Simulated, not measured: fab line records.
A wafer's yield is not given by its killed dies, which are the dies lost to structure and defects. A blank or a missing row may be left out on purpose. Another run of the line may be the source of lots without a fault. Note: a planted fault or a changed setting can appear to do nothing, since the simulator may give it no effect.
The tool behind it: which one? + flow nandHarc + Sampling: 13 lots, 38 wafers, 5 of 1302 route steps

WHAT THE GAUGES SHOWED, per wafer
NHARC_END_SORT_01. Usual: killedAtArray 55, standard deviation 19; killedAtOther 0.9, standard deviation 1.4; killedAtPeriphery 3.8, standard deviation 2.9; killedDies 60, standard deviation 19; killedOpen 3.3, standard deviation 1.8; killedShort 2.6, standard deviation 1.6.
| lot  | measured     | on        | killedAtArray | killedAtOther | killedAtPeriphery | killedDies | killedOpen | killedShort | flag |
|------|--------------|-----------|---------------|---------------|-------------------|------------|------------|-------------|------|
| L366 | day 30 02:23 | prober-02 | 55 48         | 1 0           | 621 629           | 677 677    | 3 3        | 4 2         | OFF  |

EACH LOT AND THE TOOL THAT RAN IT (in order: tool; ch and the chambers of the sampled wafers; start)
| lot  | NHARC_P_GATE_DEGAS_109      | NHARC_P_CONTACT_DEP_00                     | NHARC_P_CONTACT_DEGAS_38    | NHARC_P_CONTACT_ALD_22             |
|------|-----------------------------|--------------------------------------------|-----------------------------|------------------------------------|
| L354 | pvdSputter-02, day 6 05:17  | pecvd-01 ch 0,2, day 6 09:46 or earlier    | pvdSputter-02, day 6 09:46  | aldMetal-02 ch 0,2,3, day 6 10:03  |
| L355 | pvdSputter-03, day 6 14:50  | pecvd-02 ch 0,1, day 6 19:11 or earlier    | pvdSputter-02, day 6 19:11  | aldMetal-03 ch 0,2,3, day 6 19:27  |
| L357 | pvdSputter-01, day 7 07:11  | pecvd-02 ch 0,1,2, day 7 11:31 or earlier  | pvdSputter-01, day 7 11:31  | aldMetal-02 ch 0,3, day 7 11:46    |
| L359 | pvdSputter-01, day 8 09:44  | pecvd-01 ch 2, day 8 11:08                 | pvdSputter-03, day 8 14:21  | aldMetal-01 ch 0,1, day 8 14:35    |
| L361 | pvdSputter-03, day 9 05:17  | pecvd-04 ch 0,1, day 9 09:58 or earlier    | pvdSputter-03, day 9 09:58  | aldMetal-02 ch 0,1,2, day 9 10:13  |
| L362 | pvdSputter-03, day 9 23:08  | pecvd-01 ch 0,1, day 10 03:31 or earlier   | pvdSputter-01, day 10 03:31 | aldMetal-02 ch 0,1,2, day 10 04:14 |
| L365 | pvdSputter-02, day 10 15:20 | pecvd-01 ch 0,1, day 10 19:43 or earlier   | pvdSputter-02, day 10 19:43 | aldMetal-03 ch 0,1, day 10 19:56   |
| L366 | pvdSputter-01, day 11 01:09 | pecvd-04 ch 0,2, day 11 05:31 or earlier   | pvdSputter-02, day 11 05:31 | aldMetal-02 ch 1,3, day 11 05:46   |
| L368 | pvdSputter-02, day 11 19:08 | pecvd-02 ch 0,2, day 11 23:23 or earlier   | pvdSputter-02, day 11 23:23 | aldMetal-03 ch 0,2,3, day 11 23:40 |
| L373 | pvdSputter-03, day 14 10:01 | pecvd-02 ch 0,2, day 14 14:13 or earlier   | pvdSputter-02, day 14 14:13 | aldMetal-03 ch 2,3, day 14 14:28   |
| L374 | pvdSputter-02, day 14 11:08 | pecvd-01 ch 0,1,2, day 14 15:20 or earlier | pvdSputter-03, day 14 15:20 | aldMetal-01 ch 0,1,2, day 14 15:35 |
| L375 | pvdSputter-02, day 14 21:28 | pecvd-01 ch 0,1, day 15 01:49 or earlier   | pvdSputter-03, day 15 01:49 | aldMetal-02 ch 0,1,3, day 15 02:03 |
| L376 | pvdSputter-02, day 15 16:08 | pecvd-02 ch 0,2, day 15 20:29 or earlier   | pvdSputter-02, day 15 20:29 | aldMetal-02 ch 0,1,2, day 15 20:46 |
- NHARC_P_GATE_DEGAS_109: time 60 s.
- NHARC_P_CONTACT_DEP_00: deposits SiO2, target thk 500 nm.
- NHARC_P_CONTACT_DEGAS_38: time 60 s.
- NHARC_P_CONTACT_ALD_22: deposits TiN, target thk 3 nm, pulse time 1 s, ald cycles 150.

WHAT THE TOOLS THEMSELVES READ (means of the sampled wafers that have a number; where no wafer has one, the mark that the record gives instead)
NHARC_P_GATE_DEGAS_109. Usual: heaterPowerW 472 W, standard deviation 50; susceptorTempC 300.00 C, standard deviation 0.19.
| lot  | tool          | heaterPowerW (W) | susceptorTempC (C) | flag |
|------|---------------|------------------|--------------------|------|
| L354 | pvdSputter-02 | 462              | 300.13             |      |
| L355 | pvdSputter-03 | 496              | 299.85             |      |
| L357 | pvdSputter-01 | 448              | 299.89             |      |
| L359 | pvdSputter-01 | 433              | 300.09             |      |
| L361 | pvdSputter-03 | 502              | 299.90             |      |
| L362 | pvdSputter-03 | 550              | 299.88             |      |
| L365 | pvdSputter-02 | 466              | 299.89             |      |
| L366 | pvdSputter-01 | 420              | 299.97             |      |
| L368 | pvdSputter-02 | 486              | 299.97             |      |
| L373 | pvdSputter-03 | 559              | 300.07             |      |
| L374 | pvdSputter-02 | 490              | -                  | OFF  |
| L375 | pvdSputter-02 | 456              | 300.08             |      |
| L376 | pvdSputter-02 | 447              | 300.05             |      |

NHARC_P_CONTACT_DEP_00. Usual: heaterPowerOuterW 295 W, standard deviation 68; heaterPowerW 529 W, standard deviation 90; susceptorTempC 400.02 C, standard deviation 0.21; throttleValvePct 16.3 %, standard deviation 0.35.
| lot  | tool     | heaterPowerOuterW (W) | heaterPowerW (W) | susceptorTempC (C) | throttleValvePct (%) | flag |
|------|----------|-----------------------|------------------|--------------------|----------------------|------|
| L354 | pecvd-01 | 280                   | 517              | 400.03             | 16.4                 |      |
| L355 | pecvd-02 | 300                   | 526              | 399.90             | 15.9                 |      |
| L357 | pecvd-02 | 269                   | 487              | 400.37             | 16.4                 |      |
| L359 | pecvd-01 | 259                   | 486              | 399.95             | 16.5                 |      |
| L361 | pecvd-04 | 320                   | 558              | 400.24             | 16.3                 |      |
| L362 | pecvd-01 | 366                   | 611              | 400.06             | 16.4                 |      |
| L365 | pecvd-01 | 292                   | 528              | 400.07             | 16.5                 |      |
| L366 | pecvd-04 | 346                   | 601              | 400.31             | 16.5                 |      |
| L368 | pecvd-02 | 193                   | 390              | 399.95             | 15.7                 |      |
| L373 | pecvd-02 | 229                   | 432              | 400.05             | 15.9                 |      |
| L374 | pecvd-01 | 304                   | 547              | 399.97             | 16.5                 |      |
| L375 | pecvd-01 | 313                   | 559              | 399.76             | 16.3                 |      |
| L376 | pecvd-02 | 202                   | 396              | 400.14             | 15.9                 |      |

NHARC_P_CONTACT_DEGAS_38. Usual: heaterPowerW 480 W, standard deviation 52; susceptorTempC 299.98 C, standard deviation 0.2.
| lot  | tool          | heaterPowerW (W) | susceptorTempC (C) | flag |
|------|---------------|------------------|--------------------|------|
| L354 | pvdSputter-02 | 423              | 299.83             |      |
| L355 | pvdSputter-02 | 466              | 300.18             |      |
| L357 | pvdSputter-01 | 466              | -                  | OFF  |
| L359 | pvdSputter-03 | 492              | -                  | OFF  |
| L361 | pvdSputter-03 | 527              | 299.94             |      |
| L362 | pvdSputter-01 | 426              | 299.83             |      |
| L365 | pvdSputter-02 | 446              | 299.88             |      |
| L366 | pvdSputter-02 | 478              | 299.83             |      |
| L368 | pvdSputter-02 | 466              | 300.03             |      |
| L373 | pvdSputter-02 | 523              | 300.01             |      |
| L374 | pvdSputter-03 | 497              | 300.00             |      |
| L375 | pvdSputter-03 | 511              | 299.77             |      |
| L376 | pvdSputter-02 | 471              | -                  | OFF  |

NHARC_P_CONTACT_ALD_22. Usual: heaterPowerOuterW 682 W, standard deviation 54; heaterPowerW 1082 W, standard deviation 93; precursorPulseHeightRel 0.999, standard deviation 0.018; susceptorTempC 450.00 C, standard deviation 0.25.
| lot  | tool        | heaterPowerOuterW (W) | heaterPowerW (W) | precursorPulseHeightRel | susceptorTempC (C) | flag |
|------|-------------|-----------------------|------------------|-------------------------|--------------------|------|
| L354 | aldMetal-02 | 688                   | 1080             | 0.993                   | 450.05             |      |
| L355 | aldMetal-03 | 688                   | 1120             | 1.006                   | 449.76             |      |
| L357 | aldMetal-02 | 682                   | 1075             | 1.011                   | 450.16             |      |
| L359 | aldMetal-01 | 638                   | 1018             | 1.011                   | 449.83             |      |
| L361 | aldMetal-02 | 666                   | 1053             | 1.009                   | 450.29             |      |
| L362 | aldMetal-02 | 673                   | 1036             | 0.997                   | 449.92             |      |
| L365 | aldMetal-03 | 694                   | 1097             | 1.006                   | 450.19             |      |
| L366 | aldMetal-02 | 667                   | 1044             | 0.974                   | 449.95             |      |
| L368 | aldMetal-03 | 701                   | 1155             | 0.997                   | 450.08             |      |
| L373 | aldMetal-03 | 659                   | 1112             | 1.007                   | 450.04             |      |
| L374 | aldMetal-01 | 636                   | 1021             | 0.990                   | 449.43             |      |
| L375 | aldMetal-02 | 697                   | 1062             | 1.002                   | 450.21             |      |
| L376 | aldMetal-02 | 684                   | 1073             | 1.005                   | 449.96             |      |

THE ANSWER, worked out from the rows above alone
Rule: a lot counts as off when the mean over its wafers that have a number is more than 3 standard deviations away from the usual mean. A lot without any number at a reading at which 4 lots or more have one is off too. All remaining lots with rows at the step are treated as sound. After the gauges, taken in route order, come the tools' own readings; for these a lot's mean is taken, as printed above. The first step at which some lot is off is used, and at that step the reading that is off furthest; a lot without a number counts as furthest.
Off at NHARC_END_SORT_01 (killedAtPeriphery): L366. Neither off nor sound, because the step has no rows for them: L354, L355, L357, L359, L361, L362, L365, L368, L373, L374, L375, L376.
If a tool, at a process step before that reading, ran all the lots that are off and no sound lot after the first of them, it fits. Gauges at NHARC_END_SORT_01: tried the same way as those tools. Because NHARC_P_CONTACT_DEP_00 lacks a start for some lots, the hours and order of its lots are taken from NHARC_P_CONTACT_DEGAS_38. Can't be told from this: 5 tools fit, pvdSputter-01 at NHARC_P_GATE_DEGAS_109, pecvd-04 at NHARC_P_CONTACT_DEP_00, pvdSputter-02 at NHARC_P_CONTACT_DEGAS_38, aldMetal-02 at NHARC_P_CONTACT_ALD_22, prober-02 at NHARC_END_SORT_01.

WHAT THE SIMULATOR HAD PUT IN
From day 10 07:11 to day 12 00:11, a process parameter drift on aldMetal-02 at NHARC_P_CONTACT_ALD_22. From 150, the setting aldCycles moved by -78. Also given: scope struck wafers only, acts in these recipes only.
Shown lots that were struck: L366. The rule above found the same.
